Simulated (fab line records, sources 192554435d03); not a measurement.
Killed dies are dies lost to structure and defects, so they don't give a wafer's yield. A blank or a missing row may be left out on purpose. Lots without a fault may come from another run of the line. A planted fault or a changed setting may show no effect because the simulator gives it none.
Chamber matching | flow n5_finfet | N5_DUMMY_GATE_STRIP_41 on rie_diel-06: 4 sister chambers
The step strips in O2. 4 wafers are shown with their chamber, then 7 later ones without.

WAFERS WITH THEIR CHAMBER
wafer  | chamber | drypump_motor_current_A (A)
L086.4 | 0       | 5.47
L086.5 | 3       | 5.06
L087.1 | 2       | 5.90
L087.5 | 1       | 5.96

WAFERS WITHOUT THEIR CHAMBER
wafer  | drypump_motor_current_A (A)
L087.6 | 5.92
L090.1 | 5.97
L090.4 | 5.98
L090.5 | 5.06
L091.3 | 5.46
L091.4 | 5.04
L091.5 | 5.47

WHICH CHAMBER EACH WENT THROUGH
wafer  | from the rows above     | in truth
L087.6 | can't be placed: 2 or 1 | 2
L090.1 | 1                       | 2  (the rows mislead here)
L090.4 | 1                       | 1
L090.5 | 3                       | 3
L091.3 | 0                       | 0
L091.4 | 3                       | 3
L091.5 | 0                       | 0
Placed correctly: 5 of 7. Can't be placed from these rows: 1 (the true chamber is among the candidates in 1). Placed wrongly: 1.
How it was worked out, from the rows above alone: a wafer's distance from a chamber is the root of the sum, over the readings, of the square of ((its reading less the chamber's mean) divided by the reading's scatter). The wafer belongs to the nearest chamber; if the next one is less than 2 further off, it can't be placed. A chamber's mean is the mean of its shown wafers. The scatter: with one shown wafer a chamber, the root of the mean of the squares of how far each hidden wafer lies from its nearest shown one.
